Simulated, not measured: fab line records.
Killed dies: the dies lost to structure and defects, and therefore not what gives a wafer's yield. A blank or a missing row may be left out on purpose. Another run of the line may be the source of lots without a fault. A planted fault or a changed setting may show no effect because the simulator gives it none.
fab line records	flow nand_harc
record lots=24	wafers=72	last_day=34
route steps=1302 shown A_STAIRCASE@790 A_SGD_CUT@890
lots that met no fault: from a run of the same line without faults
start_h: the number of hours between the record's first day and the start of the first shown wafer of the lot	wait_h: time in hours since the lot's previous step	" repeats the value in the row above	L1.1+2: a row that stands for several wafers	- no value present, or no start provided	* or withheld: withheld	< > ~ a bound
route shown NAME@n: a module of which the file shows steps, and the number in the route of the first	usual: mean/standard deviation taken from wafers without a fault	same: alike in all rows	chamber/n: place in a boat	sites: the reading at each site	_std_site: the values' standard deviation	_edge_site: mean of outer sites minus mean of inner sites	radius_mm: for every site, how far away it sits from the centre of the wafer	mask NAME#n: copy n	behind: the most recent tool/chamber to have shaped the wafer	hold: the reason the lot was held/the length of the hold in hours/how it ended	device: names the non-switching transistor (n, p or np)	end of line: the tests these same wafers got at the end of their route	a step without rows: its recipe alone	killed: the dies lost at the first sort to structure and to defects; this is not the yield of the wafer	map: per-die view of a wafer (x killed, . not killed, _ where there is no die)
set.NAME: the setting that was run; set.NAME@STEP: the one run at that earlier step	model.NAME: the simulator's own value behind a step, which no gauge read
steps of the route over a sample of lots; a table a step, a row a wafer
services: a tool's chamber out of use, with start hour (start_h, from the record's first day; less than 0 if before it), hours out, and reason
## steps
# step NHARC_A_STAIRCASE_STRIP_274
# recipe o2_flow_sccm=500	ar_flow_sccm=0	bias_w=0	chemistry=O2
# usual drypump_motor_current_A=5.8/0.42	oes_product_au=1.001/0.0086	rf_vpp_V=57.9/0.92	showerhead_plenum_p_Torr=3.56/0.17	throttle_valve_pct=17.037/0.0093
lot.wafer	tool	chamber	start_h	wait_h	drypump_motor_current_A	oes_product_au	rf_hours_counter_h	rf_vpp_V	showerhead_plenum_p_Torr	throttle_valve_pct
L074.2	rie_diel-13	3	-	-	6.3	1.007	10	58.2	3.65	17.026
L074.3	"	0	"	"	5.5	1.012	16	58.9	3.80	17.041
L074.6	"	1	"	"	5.7	1.010	-	58.3	3.42	17.030
L076.4	rie_diel-01	0	-	-	5.4	0.996	3	58.7	3.78	17.029
L076.3	"	1	"	"	5.6	0.988	2	56.6	3.31	17.038
L076.2	"	2	"	"	5.8	0.979	2	58.3	3.72	17.044
L077.4	rie_diel-01	2	-	-	5.8	0.990	3	58.6	3.72	17.044
L077.6	"	1	"	"	5.6	0.997	-	58.6	3.31	17.034
L077.5	"	2	"	"	5.8	0.980	-	58.2	3.72	17.029
L075.3	rie_diel-13	2	-	-	6.3	1.005	17	57.3	3.63	17.035
L075.6	"	2	"	"	6.2	1.006	-	59.0	3.63	17.047
L075.5	"	3	"	"	6.3	0.999	-	56.6	3.65	17.036
L078.2	rie_diel-06	3	-	-	5.4	1.010	37	57.7	3.39	17.040
L078.3	"	1	"	"	6.0	1.013	34	58.0	3.30	17.055
L078.1	"	2	"	"	5.4	1.017	39	57.6	3.38	17.028
L079.4	rie_diel-13	1	-	-	5.6	1.000	27	58.0	3.41	17.026
L079.1	"	3	"	"	6.3	0.996	23	57.7	3.64	17.021
L079.3	"	0	"	"	5.4	1.008	31	59.0	3.79	17.043
L080.2	rie_diel-01	2	-	-	5.8	0.994	13	58.0	3.71	17.050
L080.4	"	1	"	"	5.6	0.995	13	57.2	3.30	17.031
L080.6	"	3	"	"	6.6	1.002	-	58.2	3.40	17.033
L081.3	rie_diel-13	0	-	-	5.4	0.994	36	57.5	3.79	17.024
L081.2	"	1	"	"	5.7	0.998	32	56.9	3.41	17.043
L081.5	"	3	"	"	6.3	1.005	-	57.4	3.64	17.040
L082.2	rie_diel-13	2	-	-	6.2	0.999	32	58.0	3.62	17.026
L082.1	"	3	"	"	6.3	1.006	29	58.6	3.64	17.029
L082.5	"	0	"	"	5.4	1.007	-	58.6	3.79	17.029
L083.4	rie_diel-01	1	-	-	5.6	1.005	21	57.6	3.30	17.040
L083.2	"	3	"	"	6.6	1.005	21	58.4	3.39	17.058
L083.5	"	2	"	"	5.8	0.990	-	60.3	3.71	17.034
L084.2	rie_diel-01	2	-	-	5.8	0.992	27	58.2	3.70	17.032
L084.4	"	0	"	"	5.4	1.000	29	58.1	3.76	17.034
L084.6	"	2	"	"	5.8	1.001	-	58.9	3.70	17.044
L085.4	rie_diel-06	2	-	-	5.3	1.008	60	56.2	3.37	17.025
L085.3	"	3	"	"	5.4	1.012	57	57.4	3.38	17.049
L085.2	"	0	"	"	6.5	0.994	54	58.4	3.62	17.026
L086.4	rie_diel-01	1	-	-	5.6	0.997	34	57.0	3.29	17.029
L086.3	"	3	"	"	6.6	0.996	31	57.1	3.39	17.048
L086.6	"	1	"	"	5.6	0.991	-	57.4	3.29	17.041
L087.3	rie_diel-13	1	-	-	5.6	0.990	50	56.8	3.40	17.030
L087.4	"	3	"	"	6.3	1.005	50	58.4	3.63	17.019
L087.6	"	1	"	"	5.6	1.008	-	57.0	3.40	17.030
L088.4	rie_diel-06	1	-	-	5.9	0.999	9	58.6	3.80	17.031
L088.3	"	3	"	"	5.4	1.006	6	58.0	3.38	17.031
L088.6	"	0	"	"	6.5	1.012	-	58.2	3.61	17.041
L089.1	rie_diel-06	3	-	-	5.4	1.026	7	56.0	3.38	17.043
L089.2	"	1	"	"	6.0	1.012	11	58.3	3.80	17.059
L089.6	"	3	"	"	5.4	1.021	-	57.7	3.38	17.036
L090.3	rie_diel-01	3	-	-	6.5	1.003	41	58.0	3.38	17.041
L090.2	"	1	"	"	5.6	0.986	43	57.0	3.29	17.033
L090.5	"	2	"	"	5.8	0.983	-	58.7	3.70	17.037
L091.4	rie_diel-01	3	-	-	6.6	1.011	42	58.3	3.38	17.041
L091.3	"	2	"	"	5.8	0.993	43	58.0	3.70	17.047
L091.6	"	3	"	"	6.6	1.002	-	57.4	3.38	17.041
L093.4	rie_diel-13	0	-	-	5.4	1.007	15	59.3	3.76	17.034
L093.6	"	3	"	"	6.3	1.003	-	57.5	3.62	17.048
L093.5	"	0	"	"	5.4	1.011	-	56.9	3.76	17.048
L092.4	rie_diel-13	0	-	-	5.4	1.000	16	59.3	3.76	17.030
L092.6	"	2	"	"	6.3	0.988	-	57.6	3.59	17.048
L092.5	"	3	"	"	6.3	1.004	-	57.3	3.62	17.048
L094.2	rie_diel-13	0	-	-	5.4	1.019	21	58.2	3.76	17.024
L094.4	"	2	"	"	6.3	1.005	22	56.9	3.59	17.047
L094.1	"	3	"	"	6.3	0.999	11	58.3	3.62	17.058
L096.3	rie_diel-13	1	-	-	5.6	1.001	26	58.6	3.38	17.044
L096.2	"	3	"	"	6.3	1.008	15	58.4	3.61	17.044
L096.5	"	1	"	"	5.6	0.991	-	56.6	3.38	17.042
L095.2	rie_diel-06	3	-	-	5.4	1.012	31	57.6	3.37	17.033
L095.5	"	1	"	"	5.9	1.002	-	59.3	3.79	17.040
L095.6	"	2	"	"	5.3	1.004	-	58.2	3.35	17.043
L097.1	rie_diel-01	3	-	-	6.5	1.005	14	56.2	3.37	17.040
L097.2	"	0	"	"	5.3	1.003	12	59.3	3.74	17.051
L097.5	"	2	"	"	5.8	1.013	-	58.9	3.68	17.020
# step NHARC_A_STAIRCASE_ETCH_294
# recipe target_depth_a=49890	time_s=1211.6	ion_energy_ev=800	c4f8_flow_sccm=80	o2_flow_sccm=60	ar_flow_sccm=withheld	rf_w=600	bias_w=3000	chemistry=C4F8/O2/Ar
# usual oes_product_au=0.931/0.0096	rf_vpp_V=1829/14
lot.wafer	tool	chamber	start_h	wait_h	oes_product_au	rf_hours_counter_h	rf_vpp_V
L074.2	rie_diel-01	2	-	-	0.917	0	1841
L074.3	"	3	"	"	0.944	0	1819
L074.6	"	1	"	"	0.931	-	1810
L076.2	rie_diel-01	1	-	-	0.925	5	1811
L076.3	"	2	"	"	0.922	5	1841
L076.4	"	3	"	"	0.929	5	1818
L077.4	rie_diel-13	1	-	-	0.924	19	1819
L077.5	"	1	"	"	0.923	-	1818
L077.6	"	2	"	"	0.926	-	1834
L075.3	rie_diel-01	0	-	-	0.930	6	1846
L075.6	"	1	"	"	0.938	-	1811
L075.5	"	2	"	"	0.932	-	1840
L078.2	rie_diel-13	0	-	-	0.930	28	1844
L078.1	"	1	"	"	0.925	24	1818
L078.3	"	3	"	"	0.931	21	1836
L079.3	rie_diel-13	0	-	-	0.925	32	1846
L079.1	"	2	"	"	0.930	27	1835
L079.4	"	3	"	"	0.923	24	1836
L080.4	rie_diel-01	0	-	-	0.936	17	1845
L080.2	"	2	"	"	0.914	13	1840
L080.6	"	3	"	"	0.930	-	1818
L081.2	rie_diel-06	2	-	-	0.937	46	1817
L081.3	"	3	"	"	0.939	46	1816
L081.5	"	1	"	"	0.931	-	1809
L082.2	rie_diel-06	0	-	-	0.931	47	1834
L082.1	"	1	"	"	0.930	49	1809
L082.5	"	1	"	"	0.940	-	1809
L083.4	rie_diel-01	1	-	-	0.933	22	1809
L083.2	"	2	"	"	0.928	22	1840
L083.5	"	1	"	"	0.935	-	1809
L084.4	rie_diel-13	2	-	-	0.937	44	1833
L084.2	"	1	"	"	0.938	45	1816
L084.6	"	2	"	"	0.934	-	1832
L085.2	rie_diel-01	0	-	-	0.937	31	1845
L085.3	"	1	"	"	0.938	30	1809
L085.4	"	0	"	"	0.926	-	1843
L086.4	rie_diel-01	0	-	-	0.927	34	1843
L086.3	"	2	"	"	0.914	32	1838
L086.6	"	0	"	"	0.917	-	1843
L087.3	rie_diel-06	2	-	-	0.935	1	1815
L087.4	"	1	"	"	0.930	-	1848
L087.6	"	0	"	"	0.935	-	1835
L088.4	rie_diel-01	2	-	-	0.917	37	1841
L088.3	"	1	"	"	0.914	40	1807
L088.6	"	3	"	"	0.939	-	1816
L089.1	rie_diel-06	2	-	-	0.930	13	1814
L089.2	"	3	"	"	0.940	9	1816
L089.6	"	0	"	"	0.942	-	1832
L090.2	rie_diel-01	3	-	-	0.928	42	1816
L090.3	"	2	"	"	0.924	43	1839
L090.5	"	0	"	"	0.923	-	1844
L091.3	rie_diel-01	3	-	-	0.920	43	1816
L091.4	"	2	"	"	0.912	43	1839
L091.6	"	0	"	"	0.915	-	1843
L093.4	rie_diel-13	1	-	-	0.939	17	1816
L093.6	"	0	"	"	0.944	-	1845
L093.5	"	1	"	"	0.930	-	1815
L092.4	rie_diel-13	3	-	-	0.950	7	1833
L092.5	"	3	"	"	0.952	-	1832
L092.6	"	0	"	"	0.947	-	1842
L094.2	rie_diel-13	1	-	-	0.918	23	1817
L094.1	"	2	"	"	0.919	23	1833
L094.4	"	3	"	"	0.932	13	1833
L096.3	rie_diel-01	3	-	-	0.931	12	1814
L096.2	"	2	"	"	0.933	11	1838
L096.5	"	3	"	"	0.924	-	1815
L095.2	rie_diel-06	1	-	-	0.930	40	1845
L095.6	"	3	"	"	0.952	-	1815
L095.5	"	0	"	"	0.943	-	1831
L097.1	rie_diel-06	1	-	-	0.941	42	1845
L097.2	"	2	"	"	0.948	42	1813
L097.5	"	2	"	"	0.957	-	1812
# step NHARC_A_STAIRCASE_HM_OPEN_463
# recipe o2_flow_sccm=400	cos_flow_sccm=20	ar_flow_sccm=0	rf_w=500	bias_w=300	chemistry=O2/COS
# usual cos_flow_sccm=20.00/0.058	drypump_motor_current_A=5.8/0.44	oes_product_au=0.999/0.0086	rf_vpp_V=468/3.5	showerhead_plenum_p_Torr=3.15/0.16	throttle_valve_pct=28.332/0.0092
lot.wafer	tool	chamber	start_h	wait_h	cos_flow_sccm	drypump_motor_current_A	oes_product_au	rf_hours_counter_h	rf_vpp_V	showerhead_plenum_p_Torr	throttle_valve_pct
L074.3	rie_diel-01	0	-	-	20.04	5.4	1.002	4	473	3.34	28.329
L074.2	"	2	"	"	20.08	5.8	0.996	4	470	3.29	28.331
L074.6	"	3	"	"	19.95	6.6	1.011	-	465	3.01	28.341
L076.3	rie_diel-13	1	-	-	20.01	5.6	1.004	22	466	3.02	28.323
L076.4	"	2	"	"	20.11	6.3	0.985	21	468	3.21	28.339
L076.2	"	0	"	"	20.04	5.5	1.003	26	472	3.36	28.342
L077.4	rie_diel-13	2	-	-	20.04	6.2	0.996	21	468	3.21	28.341
L077.6	"	1	"	"	19.96	5.6	0.997	-	464	3.02	28.334
L077.5	"	2	"	"	19.92	6.2	1.013	-	469	3.21	28.345
L075.3	rie_diel-06	2	-	-	20.02	5.3	0.998	39	464	2.99	28.327
L075.6	"	3	"	"	20.08	5.3	1.006	-	464	3.00	28.348
L075.5	"	0	"	"	19.96	6.5	1.002	-	470	3.21	28.326
L078.3	rie_diel-01	2	-	-	20.08	5.8	0.984	10	470	3.29	28.339
L078.1	"	3	"	"	20.01	6.6	1.010	12	465	3.00	28.335
L078.2	"	1	"	"	19.98	5.6	1.000	11	462	2.92	28.322
L079.1	rie_diel-06	2	-	-	20.01	5.3	0.997	43	465	2.99	28.328
L079.3	"	3	"	"	19.89	5.4	1.017	44	466	3.00	28.333
L079.4	"	0	"	"	20.01	6.5	0.998	39	470	3.21	28.331
L080.4	rie_diel-13	2	-	-	20.04	6.3	0.996	31	468	3.20	28.322
L080.2	"	3	"	"	20.00	6.3	1.007	28	468	3.22	28.323
L080.6	"	2	"	"	20.01	6.2	0.999	-	468	3.20	28.330
L081.3	rie_diel-01	3	-	-	19.99	6.6	1.000	18	465	3.00	28.336
L081.2	"	0	"	"	19.97	5.4	1.003	18	472	3.34	28.333
L081.5	"	0	"	"	19.88	5.4	0.995	-	472	3.34	28.319
L082.1	rie_diel-13	0	-	-	20.06	5.4	1.004	41	474	3.35	28.334
L082.2	"	3	"	"	20.01	6.3	0.996	34	470	3.22	28.334
L082.5	"	1	"	"	19.95	5.6	0.991	-	466	3.01	28.355
L083.4	rie_diel-01	3	-	-	20.03	6.6	1.001	23	464	3.00	28.329
L083.2	"	1	"	"	19.97	5.7	0.996	23	462	2.91	28.342
L083.5	"	2	"	"	19.98	5.8	0.990	-	471	3.28	28.320
L084.2	rie_diel-13	0	-	-	19.96	5.4	1.006	52	472	3.35	28.332
L084.4	"	3	"	"	20.04	6.3	1.001	44	468	3.21	28.326
L084.6	"	1	"	"	20.06	5.6	0.999	-	465	3.01	28.326
L085.3	rie_diel-13	0	-	-	19.98	5.4	1.002	56	472	3.34	28.319
L085.4	"	1	"	"	20.08	5.7	1.003	48	466	3.01	28.347
L085.2	"	2	"	"	20.00	6.2	0.997	48	469	3.20	28.317
L086.4	rie_diel-01	0	-	-	20.14	5.3	0.994	36	471	3.33	28.321
L086.3	"	3	"	"	20.05	6.6	1.002	32	464	3.00	28.333
L086.6	"	0	"	"	20.06	5.3	0.992	-	470	3.33	28.337
L087.3	rie_diel-06	3	-	-	19.97	5.4	1.017	1	463	2.99	28.336
L087.4	"	2	"	"	20.05	5.3	1.009	2	465	2.98	28.343
L087.6	"	3	"	"	20.03	5.4	1.020	-	464	2.99	28.309
L088.3	rie_diel-01	1	-	-	19.92	5.6	0.994	41	463	2.90	28.340
L088.4	"	0	"	"	20.03	5.3	0.987	42	471	3.32	28.342
L088.6	"	2	"	"	20.06	5.8	0.988	-	470	3.27	28.329
L089.2	rie_diel-01	1	-	-	19.99	5.6	0.980	43	463	2.90	28.333
L089.1	"	3	"	"	19.97	6.6	0.996	41	465	2.99	28.337
L089.6	"	0	"	"	20.08	5.4	0.991	-	472	3.32	28.332
L090.3	rie_diel-01	2	-	-	20.07	5.8	0.984	44	470	3.27	28.317
L090.2	"	0	"	"	19.97	5.4	0.990	48	470	3.32	28.332
L090.5	"	2	"	"	19.93	5.8	0.983	-	471	3.27	28.326
L091.3	rie_diel-01	0	-	-	19.93	5.4	0.983	53	471	3.32	28.339
L091.4	"	1	"	"	20.10	5.6	0.994	49	462	2.90	28.338
L091.6	"	3	"	"	20.03	6.6	1.000	-	465	2.99	28.321
L093.4	rie_diel-13	0	-	-	19.99	5.4	1.007	18	471	3.33	28.343
L093.5	"	0	"	"	19.94	5.4	1.016	-	473	3.33	28.334
L093.6	"	1	"	"	20.01	5.6	1.005	-	464	2.99	28.346
L092.4	rie_diel-01	2	-	-	20.01	5.8	0.999	1	468	3.27	28.344
L092.6	"	2	"	"	20.01	5.8	0.996	-	472	3.27	28.327
L092.5	"	3	"	"	19.90	6.5	0.996	-	464	2.98	28.328
L094.1	rie_diel-01	3	-	-	20.03	6.5	0.994	11	465	2.98	28.321
L094.2	"	0	"	"	20.08	5.3	0.990	9	471	3.31	28.332
L094.4	"	1	"	"	19.94	5.6	0.988	7	473	3.37	28.325
L096.3	rie_diel-01	1	-	-	20.06	5.7	1.001	9	473	3.37	28.351
L096.2	"	3	"	"	19.95	6.5	1.007	13	463	2.98	28.334
L096.5	"	2	"	"	20.00	5.8	0.997	-	469	3.26	28.333
L095.2	rie_diel-06	0	-	-	19.98	6.5	1.023	34	468	3.18	28.330
L095.5	"	2	"	"	20.01	5.3	1.001	-	464	2.96	28.338
L095.6	"	3	"	"	20.08	5.4	1.014	-	464	2.98	28.323
L097.2	rie_diel-01	3	-	-	20.07	6.6	0.998	16	465	2.98	28.312
L097.1	"	2	"	"	20.06	5.8	0.988	15	470	3.26	28.334
L097.5	"	0	"	"	20.02	5.4	0.996	-	469	3.31	28.329
# step NHARC_A_STAIRCASE_ETCH_444
# recipe target_depth_a=2.04e+05	time_s=6800	c4f8_flow_sccm=20	o2_flow_sccm=10	ar_flow_sccm=withheld	rf_w=600	bias_w=1000	chemistry=C4F8/O2
# usual oes_product_au=0.934/0.017	rf_vpp_V=808/5.8
lot.wafer	tool	chamber	start_h	wait_h	oes_product_au	rf_hours_counter_h	rf_vpp_V
L074.3	rie_diel-06	2	445.34	0.5	0.917	47	802
L074.2	"	0	"	"	0.930	42	810
L074.6	"	2	"	"	0.925	-	803
L076.2	rie_diel-01	1	450.57	0.1	0.925	17	800
L076.4	"	2	"	"	0.920	16	812
L076.3	"	3	"	"	0.922	19	803
L075.3	rie_diel-13	2	450.78	0.1	0.915	33	810
L075.6	"	2	452.69	1.9	0.920	-	809
L075.5	"	3	"	"	0.923	-	810
L077.4	rie_diel-06	3	452.28	1.6	0.938	49	803
L077.6	"	0	"	"	0.935	-	810
L077.5	"	1	"	"	0.918	-	800
L078.2	rie_diel-13	3	466.54	0.1	0.930	38	811
L078.3	"	1	"	"	0.925	41	802
L078.1	"	2	"	"	0.919	41	810
L079.4	rie_diel-01	1	467.20	0.6	0.915	24	799
L079.1	"	2	"	"	0.919	23	812
L079.3	"	3	"	"	0.916	24	803
L080.2	rie_diel-13	3	489.06	0.1	0.932	45	810
L080.4	"	1	"	"	0.915	47	803
L080.6	"	0	491.46	2.4	0.932	-	816
L081.2	rie_diel-13	3	499.15	1.0	0.917	51	811
L081.3	"	0	"	"	0.934	59	814
L081.5	"	2	"	"	0.924	-	810
L082.1	rie_diel-06	2	508.74	0.5	0.985	4	801
L082.2	"	0	"	"	0.976	4	809
L082.5	"	1	"	"	0.980	-	815
L083.4	rie_diel-13	2	508.90	0.5	0.927	56	809
L083.2	"	3	"	"	0.923	55	811
L083.5	"	2	510.81	2.4	0.927	-	811
L084.2	rie_diel-13	1	537.85	0.7	0.942	3	801
L084.4	"	1	539.74	2.6	0.943	-	803
L084.6	"	2	"	"	0.942	-	811
L085.2	rie_diel-13	2	541.01	3.8	0.936	6	810
L085.3	"	0	"	"	0.946	6	814
L085.4	"	0	543.51	6.3	0.954	-	815
L086.4	rie_diel-06	1	541.63	0.1	0.924	20	815
L086.3	"	3	"	"	0.935	15	802
L086.6	"	1	"	"	0.940	-	816
L087.3	rie_diel-01	0	547.99	0.6	0.928	50	814
L087.4	"	2	"	"	0.926	46	812
L087.6	"	0	"	"	0.923	-	815
L088.4	rie_diel-06	0	567.02	0.6	0.948	23	810
L088.3	"	2	"	"	0.938	28	800
L088.6	"	3	"	"	0.932	-	801
L089.1	rie_diel-01	2	576.95	0.1	0.927	2	813
L089.2	"	0	"	"	0.937	2	814
L089.6	"	2	"	"	0.938	-	813
L090.3	rie_diel-06	2	587.48	0.5	0.937	34	802
L090.2	"	3	"	"	0.934	28	804
L090.5	"	2	589.37	2.4	0.938	-	800
L091.3	rie_diel-01	0	587.65	0.5	0.977	6	813
L091.4	"	1	"	"	0.974	6	816
L091.6	"	3	"	"	0.964	-	801
L093.4	rie_diel-01	0	614.23	0.1	0.958	13	814
L093.6	"	0	616.12	1.9	0.959	-	814
L093.5	"	1	"	"	0.981	-	814
L092.4	rie_diel-13	2	621.32	1.5	0.921	28	809
L092.6	"	3	"	"	0.940	-	810
L092.5	"	0	"	"	0.917	-	815
L097.2	rie_diel-06	2	660.47	0.1	0.918	53	800
L097.1	"	3	"	"	0.922	43	800
L097.5	"	2	662.35	1.9	0.924	-	801
L094.1	rie_diel-01	0	660.88	0.5	0.922	24	815
L094.4	"	1	"	"	0.910	23	815
L094.2	"	2	"	"	0.924	25	813
L095.2	rie_diel-13	0	661.34	1.0	0.932	41	814
L095.5	"	2	"	"	0.927	-	808
L095.6	"	3	"	"	0.930	-	809
L096.3	rie_diel-13	3	664.30	3.9	0.921	35	808
L096.2	"	0	"	"	0.936	43	814
L096.5	"	2	"	"	0.919	-	808
# step NHARC_A_STAIRCASE_CMP_472
# recipe material=SiO2
# usual motor_current_A=12.0/1.6
lot.wafer	tool	chamber	start_h	wait_h	motor_current_A
L074.3	cmp-01	3	454.09	0.2	12.8
L074.2	"	0	"	"	11.3
L074.6	"	2	"	"	8.8
L076.2	cmp-03	1	457.40	0.2	11.0
L076.4	"	2	"	"	13.5
L076.3	"	3	"	"	13.2
L075.3	cmp-01	1	457.72	0.3	9.9
L075.6	"	3	"	"	12.6
L075.5	"	0	"	"	11.7
L077.4	cmp-04	3	457.85	0.2	12.8
L077.6	"	3	"	"	12.2
L077.5	"	0	"	"	13.8
L078.1	cmp-03	0	473.21	0.2	13.2
L078.2	"	1	"	"	10.9
L078.3	"	3	"	"	13.7
L079.1	cmp-01	3	473.87	0.2	12.5
L079.3	"	0	"	"	11.2
L079.4	"	1	"	"	9.8
L080.2	cmp-01	2	495.98	0.3	8.6
L080.4	"	0	"	"	11.6
L080.6	"	3	"	"	12.9
L081.3	cmp-01	2	504.85	0.2	8.3
L081.2	"	0	"	"	11.0
L081.5	"	3	"	"	12.0
L082.1	cmp-04	3	514.93	0.2	12.5
L082.2	"	1	"	"	11.7
L082.5	"	2	"	"	11.3
L083.2	cmp-03	2	515.47	0.2	13.1
L083.4	"	1	"	"	10.8
L083.5	"	2	"	"	13.5
L084.4	cmp-03	2	545.05	0.1	13.8
L084.2	"	0	"	"	12.5
L084.6	"	3	"	"	14.0
L086.3	cmp-01	1	548.25	0.2	10.4
L086.4	"	2	"	"	8.5
L086.6	"	1	"	"	10.3
L085.2	cmp-04	3	548.57	0.2	12.4
L085.3	"	0	"	"	13.8
L085.4	"	2	"	"	11.4
L087.4	cmp-04	2	554.17	0.2	12.0
L087.3	"	0	"	"	13.8
L087.6	"	2	"	"	11.9
L088.3	cmp-01	0	573.19	0.2	11.0
L088.4	"	3	"	"	13.2
L088.6	"	0	"	"	11.0
L089.1	cmp-01	0	583.60	0.2	11.3
L089.2	"	1	"	"	10.0
L089.6	"	0	"	"	12.0
L090.2	cmp-04	2	593.75	0.2	11.7
L090.3	"	0	"	"	13.9
L090.5	"	2	"	"	11.4
L091.3	cmp-04	2	593.93	0.3	11.5
L091.4	"	0	"	"	12.9
L091.6	"	1	"	"	12.2
L093.4	cmp-04	3	620.87	0.2	12.5
L093.6	"	3	"	"	12.5
L093.5	"	0	"	"	13.0
L092.4	cmp-03	0	626.58	0.2	12.8
L092.5	"	2	"	"	13.5
L092.6	"	3	"	"	13.5
L097.2	cmp-01	0	667.62	0.2	11.2
L097.1	"	2	"	"	8.6
L097.5	"	0	"	"	11.9
L095.2	cmp-03	3	667.65	0.2	14.2
L095.5	"	1	"	"	11.6
L095.6	"	2	"	"	13.9
L094.1	cmp-03	1	668.46	0.2	10.7
L094.4	"	2	"	"	13.2
L094.2	"	3	"	"	14.4
L096.2	cmp-03	3	670.65	0.2	13.8
L096.3	"	1	"	"	10.7
L096.5	"	3	"	"	13.9
# step NHARC_A_SGD_CUT_DEP_00
# recipe target_thk_a=500	temp_c=400	target_thk_nm=50	flow_sccm=200	rf_w=450	material=SiNx
# usual heater_power_w=698/75
lot.wafer	tool	chamber	start_h	wait_h	heater_power_w
L074.2	pecvd-01	0	454.48	0.1	802
L074.3	"	1	"	"	771
L074.6	"	2	"	"	715
L076.3	pecvd-03	0	457.88	0.2	681
L076.2	"	1	"	"	647
L076.4	"	1	"	"	649
L075.3	pecvd-03	0	458.08	0.1	704
L075.5	"	1	"	"	616
L075.6	"	2	"	"	665
L077.4	pecvd-03	2	458.35	0.1	776
L077.5	"	0	"	"	680
L077.6	"	1	"	"	643
L078.2	pecvd-04	0	473.62	0.1	652
L078.3	"	1	"	"	594
L078.1	"	2	"	"	695
L079.1	pecvd-04	0	474.28	0.1	625
L079.4	"	0	"	"	627
L079.3	"	1	"	"	644
L080.2	pecvd-04	1	496.41	0.1	651
L080.4	"	0	"	"	581
L080.6	"	2	"	"	732
L081.2	pecvd-04	2	505.26	0.1	711
L081.3	"	1	"	"	587
L081.5	"	2	"	"	698
L082.1	pecvd-01	1	515.31	0.1	854
L082.2	"	2	"	"	655
L082.5	"	2	"	"	641
L083.2	pecvd-03	1	515.94	0.1	710
L083.4	"	2	"	"	802
L083.5	"	1	"	"	730
L084.2	pecvd-03	1	545.49	0.1	751
L084.6	"	0	"	"	738
L084.4	"	2	"	"	799
L086.3	pecvd-04	0	548.66	0.1	631
L086.6	"	1	"	"	538
L086.4	"	2	"	"	674
L085.2	pecvd-04	1	549.01	0.1	644
L085.3	"	2	"	"	711
L085.4	"	2	"	"	723
L087.3	pecvd-04	1	554.61	0.1	596
L087.4	"	2	"	"	722
L087.6	"	1	"	"	591
L088.3	pecvd-04	2	575.90	0.2	745
L088.6	"	2	"	"	764
L088.4	"	0	"	"	570
L089.1	pecvd-03	1	583.99	0.1	803
L089.2	"	2	"	"	831
L089.6	"	1	"	"	785
L090.3	pecvd-04	1	594.18	0.1	618
L090.2	"	2	"	"	769
L090.5	"	1	"	"	621
L091.3	pecvd-03	1	594.35	0.1	781
L091.4	"	0	"	"	695
L091.6	"	1	"	"	773
L093.6	pecvd-03	0	621.36	0.2	715
L093.4	"	1	"	"	769
L093.5	"	2	"	"	843
L092.4	pecvd-01	0	627.02	0.2	793
L092.6	"	1	"	"	851
L092.5	"	2	"	"	795
L095.2	pecvd-03	0	668.01	0.1	658
L095.5	"	0	"	"	677
L095.6	"	2	"	"	839
L097.2	pecvd-01	0	668.03	0.1	690
L097.1	"	2	"	"	719
L097.5	"	0	"	"	705
L094.2	pecvd-04	2	668.87	0.1	651
L094.1	"	0	"	"	704
L094.4	"	2	"	"	651
L096.2	pecvd-04	1	671.06	0.1	609
L096.3	"	0	"	"	696
L096.5	"	2	"	"	599
## services
tool	chamber	start_h	hours	kind
pecvd-03	-	366.08	13.0	pm
cmp-01	-	377.09	1.1	repair
cmp-01	-	381.77	4.0	pm
rie_diel-01	-	382.39	9.0	pm
rie_diel-13	1	384.78	2.4	repair
cmp-01	-	390.48	1.3	repair
rie_diel-06	-	419.89	0.2	repair
pecvd-04	-	450.01	13.0	pm
pecvd-04	2	474.05	12.7	repair
rie_diel-01	3	481.29	5.7	repair
rie_diel-06	-	484.56	9.0	pm
rie_diel-06	3	493.93	7.9	repair
pecvd-04	1	517.90	5.6	repair
rie_diel-13	-	519.00	9.0	pm
rie_diel-13	3	528.26	14.9	repair
rie_diel-01	-	559.39	9.0	pm
pecvd-04	-	582.43	0.5	repair
rie_diel-01	-	608.42	0.3	repair
pecvd-04	2	622.94	3.1	repair
pecvd-04	-	631.08	13.0	pm
rie_diel-06	0	640.55	9.3	repair
rie_diel-01	0	647.59	3.6	repair
rie_diel-06	-	663.29	9.0	pm
rie_diel-01	-	668.54	0.6	repair
## key
fault none
